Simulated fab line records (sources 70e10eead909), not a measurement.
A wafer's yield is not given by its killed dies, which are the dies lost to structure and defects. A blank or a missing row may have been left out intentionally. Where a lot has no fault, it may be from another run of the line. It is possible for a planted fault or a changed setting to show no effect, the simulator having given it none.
Matching of chambers -- flow nand_harc -- rie_diel-11 running NHARC_P_BONDPAD_STRIP_15: 4 sister chambers
The step strips in O2. 7 wafers are shown with their chamber, then 7 later ones without.

WAFERS PAIRED WITH THEIR CHAMBERS
wafer,chamber,drypump_motor_current_A (A),o2_flow_sccm (sccm)
L656.3,3,4.9,501.2
L660.1,3,4.9,502.4
L666.1,2,5.5,501.8
L666.2,1,5.3,500.6
L666.3,0,6.6,501.1
L667.4,0,6.5,503.0
L667.5,1,5.3,498.6

WAFERS WHOSE CHAMBER IS MISSING
wafer,drypump_motor_current_A (A),o2_flow_sccm (sccm)
L667.6,6.6,500.7
L668.1,5.3,498.9
L668.3,6.5,500.4
L668.4,5.5,500.6
L675.1,5.5,503.7
L675.2,5.3,497.5
L675.5,4.9,502.2

WHICH CHAMBER EACH WENT THROUGH
wafer,from the rows above,in truth
L667.6,0,0
L668.1,1,1
L668.3,0,0
L668.4,2,2
L675.1,2,2
L675.2,1,1
L675.5,3,3
Correct placement for 7 of the 7. Number that these rows cannot place: 0. Number placed wrongly: 0.
How it was worked out, from the rows above alone: a wafer's distance from a chamber is the root of the sum, over the readings, of the square of ((its reading less the chamber's mean) divided by the reading's scatter). The wafer belongs to the nearest chamber; if the next one is less than 2 further off, it can't be placed. The mean given for a chamber averages the wafers shown for that chamber. The scatter: take each reading less its chamber's mean, square it, sum over the shown wafers, divide by the number of wafers less the number of chambers, and take the root.
